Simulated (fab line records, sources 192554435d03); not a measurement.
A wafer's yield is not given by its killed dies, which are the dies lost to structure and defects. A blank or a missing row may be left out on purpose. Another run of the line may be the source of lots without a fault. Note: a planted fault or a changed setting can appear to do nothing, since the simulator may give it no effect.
8D (eight disciplines) problem report, filled in by code + flow n5-finfet + the parts of the form that need people (team, actions taken, sign-off) are left out

== 1. WHAT WENT WRONG ==
Wafers without a fault read 399.98 C, standard deviation 0.22; susceptor-temp-C at N5_BEOL_M5_PECVD_70 reads a mean of 403.55 C on 6 wafers belonging to 2 lots. That is +16 standard deviations from the usual mean.
The step: deposits SiO2 from TEOS/O2, target thk 16 nm, time 18 s.
First observed at day 12 14:30: wafer L610.4, on pecvd-04. Wafers with a number at this step in the record: 12, from 4 lots. The rule behind "out" and "out of limits": a value lying over 4 standard deviations away from the usual mean. All remaining wafers that have a number are taken as sound.

== 2. WHAT IT IS, WHAT IT ISN'T ==
| question                    | is                     | is not                                                                       |
|-----------------------------|------------------------|------------------------------------------------------------------------------|
| which readings at this step | susceptor-temp-C       | heater-power-w, rf-fwd-power-W, showerhead-plenum-p-Torr, throttle-valve-pct |
| which lots                  | L610, L612             | L601, L620                                                                   |
| which wafers of those lots  | all that have a number | -                                                                            |
| read on which tools         | pecvd-04               | pecvd-03                                                                     |
| when                        | from day 12 14:30      | up to then (3 sound wafers); but 3 sound wafers of L620 came after           |

== 3. WHAT RULES OUT EACH SUSPECT ==
Counting: a tool stays on the suspect list if, at a process step up to the reading, it processed all lots that are out and no sound lot following the first of them.
- pecvd-04 at N5_BEOL_M5_PECVD_70 (deposits SiO2 from TEOS/O2, target thk 16 nm, time 18 s): kept. It processed each lot that is out, first L610 at day 12 14:30, and no sound lot thereafter; up to then, the last sound lot it processed was L601 at day 9 18:55. Its own susceptor-temp-C readings are out on those wafers.
After counting, what remains is pecvd-04 at N5_BEOL_M5_PECVD_70.

== 4. THE CAUSE (what the simulator had put in) ==
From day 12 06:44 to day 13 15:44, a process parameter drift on pecvd-04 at N5_BEOL_M5_PECVD_70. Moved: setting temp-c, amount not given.
After counting, this tool was the only one left.

== 5. THE EFFECT CHAIN, in route order ==
Rows list readings where the struck wafers' mean (over those with a number) sits beyond 3 standard deviations from the usual. Readings are gone through only where the record gives a usual standard deviation; hours: the median, over the lots, of the time from a lot's start at the first step in this table giving one to that lot's start at this step; sigmas: the change measured in usual standard deviations.
| hours | step                | reading          | usual    | on struck wafers | change | sigmas |
|-------|---------------------|------------------|----------|------------------|--------|--------|
| 0     | N5_BEOL_M5_PECVD_70 | susceptor-temp-C | 399.98 C | 403.55           | +3.57  | +16    |
Its process steps:
- N5_BEOL_M5_PECVD_70: deposits SiO2 from TEOS/O2, target thk 16 nm, time 18 s.

== 6. HOW IT WOULD HAVE BEEN CAUGHT EARLIER ==
The fault began at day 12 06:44; the first out-of-limits reading in this record came at day 12 14:30, 8 hours later.
